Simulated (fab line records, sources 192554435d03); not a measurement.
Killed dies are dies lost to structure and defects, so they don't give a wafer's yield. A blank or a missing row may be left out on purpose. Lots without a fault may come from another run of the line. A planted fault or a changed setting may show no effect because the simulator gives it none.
Chamber matching | flow n5_finfet | N5_BEOL_M4_DEP_57 on pecvd-03: 3 sister chambers
The step deposits SiCN from 3MS/NH3, target thk 8 nm, time 14 s. 14 wafers are shown with their chamber, then 7 later ones without.

WAFERS WITH THEIR CHAMBER
wafer  | chamber | showerhead_plenum_p_Torr (Torr) | throttle_valve_pct (%)
L077.2 | 2       | 3.678                           | 8.6
L077.3 | 1       | 3.657                           | 8.9
L077.4 | 2       | 3.671                           | 8.5
L082.2 | 0       | 3.680                           | 9.3
L082.3 | 0       | 3.684                           | 9.3
L082.6 | 1       | 3.652                           | 9.0
L088.1 | 2       | 3.667                           | 8.3
L088.2 | 1       | 3.654                           | 8.7
L088.3 | 0       | 3.691                           | 9.4
L089.1 | 2       | 3.671                           | 8.1
L089.3 | 0       | 3.681                           | 9.2
L089.4 | 2       | 3.670                           | 8.2
L091.3 | 0       | 3.688                           | 9.5
L091.4 | 0       | 3.681                           | 9.3

SIGNATURES (means of the wafers above)
reading                  | chamber 0 | chamber 1 | chamber 2 | scatter within a chamber
showerhead_plenum_p_Torr | 3.68417   | 3.65433   | 3.67140   | 0.00401
throttle_valve_pct       | 9.333     | 8.867     | 8.340     | 0.157
Rule: a wafer's distance from a chamber is the root of the sum, over the readings, of the square of ((its reading less the chamber's mean) divided by the reading's scatter). The wafer belongs to the nearest chamber; if the next one is less than 2 further off, it can't be placed. The scatter: the root of (the sum of the squares of (reading less its chamber's mean) over the shown wafers, divided by (wafers less chambers)).

WAFERS WITHOUT THEIR CHAMBER
wafer  | showerhead_plenum_p_Torr (Torr) | throttle_valve_pct (%)
L091.6 | 3.678                           | 7.8
L092.2 | 3.678                           | 8.0
L092.4 | 3.661                           | 9.0
L092.6 | 3.649                           | 8.8
L094.1 | 3.659                           | 9.0
L094.2 | 3.681                           | 8.5
L094.3 | 3.662                           | 8.8

WHICH CHAMBER EACH WENT THROUGH
wafer  | from the rows above     | in truth
L091.6 | 2                       | 2
L092.2 | 2                       | 2
L092.4 | 1                       | 1
L092.6 | 1                       | 1
L094.1 | 1                       | 1
L094.2 | 2                       | 2
L094.3 | can't be placed: 1 or 2 | 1
Placed correctly: 6 of 7. Can't be placed from these rows: 1 (the true chamber is among the candidates in 1). Placed wrongly: 0.
